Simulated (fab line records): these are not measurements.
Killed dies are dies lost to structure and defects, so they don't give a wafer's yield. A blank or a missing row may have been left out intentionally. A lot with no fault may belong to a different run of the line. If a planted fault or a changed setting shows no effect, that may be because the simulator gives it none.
Which tool was responsible?	flow nand-harc	Sampling: 15 lots, 45 wafers, 3 of 1302 route steps

== WHAT THE GAUGES SHOWED, per wafer ==
NHARC_A_SGD_CUT_THK_MEAS_22: measures by ellipsometry. Usual: thk-nm at 148.0 nm, with a standard deviation of 1.4.
lot	measured	on	thk-nm (nm)	flag
L624	day 19 23:52	film-metro-01	148.9 148.2 149.8	
L626	day 19 23:52	film-metro-02	150.4 148.2 148.4	
L625	day 20 06:44	film-metro-02	147.1 148.9 147.8	
L627	day 21 03:20	film-metro-01	147.3 147.4 147.8	
L628	day 22 00:02	film-metro-01	145.6 148.6 146.3	
L630	day 22 20:14	film-metro-02	148.9 148.0 146.2	
L629	day 23 00:44	film-metro-01	148.5 148.0 148.6	
L632	day 23 09:43	film-metro-02	149.5 149.5 149.1	
L633	day 23 09:52	film-metro-01	148.8 148.1 145.9	
L631	day 23 14:23	film-metro-02	146.7 147.8 148.1	
L636	day 24 22:44	film-metro-02	145.9 147.4 150.9	
L638	day 25 11:26	film-metro-02	148.8 147.3 146.4	
L639	day 25 16:08	film-metro-02	149.1 148.6 151.2	
L641	day 26 20:52	film-metro-01	147.5 148.2 149.7	
L646	day 29 06:09	film-metro-02	149.2 150.2 146.9	

== WHICH TOOL RAN EACH LOT (tool, then ch and the chambers of the sampled wafers, then the start) ==
lot	NHARC_A_SGD_CUT_ETCH_16	NHARC_A_SGD_CUT_STRIP_17
L624	rie-diel-13 ch 1,3, day 19 23:52 or earlier	rie-diel-13 ch 0,2,3, day 19 23:52 or earlier
L626	rie-diel-08 ch 0,2,3, day 19 23:52 or earlier	rie-diel-08 ch 0,1, day 19 23:52 or earlier
L625	rie-diel-08 ch 0,2, day 20 06:44 or earlier	rie-diel-08 ch 2,3, day 20 06:44 or earlier
L627	rie-diel-13 ch 1,2, day 21 03:20 or earlier	rie-diel-13 ch 0,2,3, day 21 03:20 or earlier
L628	rie-diel-12 ch 1,2,3, day 22 00:02 or earlier	rie-diel-12 ch 0,2, day 22 00:02 or earlier
L630	rie-diel-12 ch 0,2,3, day 22 20:14 or earlier	rie-diel-12 ch 0,2,3, day 22 20:14 or earlier
L629	rie-diel-08 ch 0,2,3, day 23 00:44 or earlier	rie-diel-08 ch 1,2,3, day 23 00:44 or earlier
L632	rie-diel-08 ch 2,3, day 23 09:43 or earlier	rie-diel-08 ch 0,2,3, day 23 09:43 or earlier
L633	rie-diel-13 ch 1,2,3, day 23 09:52 or earlier	rie-diel-13 ch 1,2,3, day 23 09:52 or earlier
L631	rie-diel-12 ch 1,2, day 23 14:23 or earlier	rie-diel-12 ch 0,1, day 23 14:23 or earlier
L636	rie-diel-12 ch 0,2,3, day 24 22:44 or earlier	rie-diel-12 ch 0,2, day 24 22:44 or earlier
L638	rie-diel-13 ch 2,3, day 25 11:26 or earlier	rie-diel-13 ch 0,1,2, day 25 11:26 or earlier
L639	rie-diel-08 ch 0,1,3, day 25 16:08 or earlier	rie-diel-08 ch 0,2,3, day 25 16:08 or earlier
L641	rie-diel-13 ch 1,2,3, day 26 20:52 or earlier	rie-diel-13 ch 0,2,3, day 26 20:52 or earlier
L646	rie-diel-08 ch 0,2,3, day 29 06:09 or earlier	rie-diel-08 ch 0,2,3, day 29 06:09 or earlier
- NHARC_A_SGD_CUT_ETCH_16: etches the open film in C4F8/O2/Ar, target depth 310.5 nm, time 155.2 s.
- NHARC_A_SGD_CUT_STRIP_17: strips in O2.

== AS READ BY THE TOOLS THEMSELVES (means over the sampled wafers that have a number; for cases with no such wafer, the mark the record gives instead) ==
NHARC_A_SGD_CUT_ETCH_16. Usual: oes-product-au 0.973 a.u., standard deviation 0.016; rf-fwd-power-W 597.5 W, standard deviation 1.9; rf-vpp-V 723 V, standard deviation 5.6.
lot	tool	oes-product-au (a.u.)	rf-fwd-power-W (W)	rf-vpp-V (V)	flag
L624	rie-diel-13	0.956	598.0	718	
L626	rie-diel-08	0.949	598.4	719	
L625	rie-diel-08	0.984	596.2	721	
L627	rie-diel-13	0.963	598.6	718	
L628	rie-diel-12	0.978	596.9	724	
L630	rie-diel-12	0.971	599.2	724	
L629	rie-diel-08	0.988	597.4	720	
L632	rie-diel-08	0.975	598.2	723	
L633	rie-diel-13	0.977	598.0	719	
L631	rie-diel-12	0.978	596.0	728	
L636	rie-diel-12	0.977	595.6	725	
L638	rie-diel-13	0.964	596.7	718	
L639	rie-diel-08	0.970	597.2	722	
L641	rie-diel-13	0.961	596.6	717	
L646	rie-diel-08	0.975	598.4	721	

NHARC_A_SGD_CUT_STRIP_17. Usual: drypump-motor-current-A 5.8 A, standard deviation 0.5; oes-product-au 0.999 a.u., standard deviation 0.0089; rf-vpp-V 57.9 V, standard deviation 0.92; showerhead-plenum-p-Torr 3.50 Torr, standard deviation 0.19; throttle-valve-pct 17.035 %, standard deviation 0.0095.
lot	tool	drypump-motor-current-A (A)	oes-product-au (a.u.)	rf-vpp-V (V)	showerhead-plenum-p-Torr (Torr)	throttle-valve-pct (%)	flag
L624	rie-diel-13	5.6	0.994	57.5	3.53	17.033	
L626	rie-diel-08	5.4	1.005	57.9	3.48	17.042	
L625	rie-diel-08	6.2	1.003	58.2	3.53	17.030	
L627	rie-diel-13	5.5	1.000	58.5	3.53	17.038	
L628	rie-diel-12	5.9	0.997	58.1	3.69	17.031	
L630	rie-diel-12	6.0	0.997	57.6	3.57	17.034	
L629	rie-diel-08	6.2	1.007	58.1	3.58	17.026	
L632	rie-diel-08	5.9	1.005	57.2	3.43	17.030	
L633	rie-diel-13	5.3	0.991	58.6	3.37	17.046	
L631	rie-diel-12	6.0	1.000	57.9	3.64	17.031	
L636	rie-diel-12	5.9	1.001	58.0	3.69	17.044	
L638	rie-diel-13	5.6	0.996	58.0	3.48	17.043	
L639	rie-diel-08	5.9	0.999	57.5	3.43	17.029	
L641	rie-diel-13	5.5	0.996	58.0	3.52	17.040	
L646	rie-diel-08	5.9	1.001	58.2	3.42	17.037	

== THE ANSWER, worked out from the rows above alone ==
Rule: lot off if the mean of its wafers having a number is beyond 3 standard deviations from the usual mean. A lot without any number at a reading at which 4 lots or more have one is off too. All remaining lots with rows at the step are treated as sound. First the gauges in route order, then the tools' own readings, where a lot's mean is used as printed above. The first step at which some lot is off is used, and at that step the reading that is off furthest; a lot without a number counts as furthest.
No lot is off on any of the readings shown, so nothing can be concluded from this.

== WHAT WAS PUT IN BY THE SIMULATOR ==
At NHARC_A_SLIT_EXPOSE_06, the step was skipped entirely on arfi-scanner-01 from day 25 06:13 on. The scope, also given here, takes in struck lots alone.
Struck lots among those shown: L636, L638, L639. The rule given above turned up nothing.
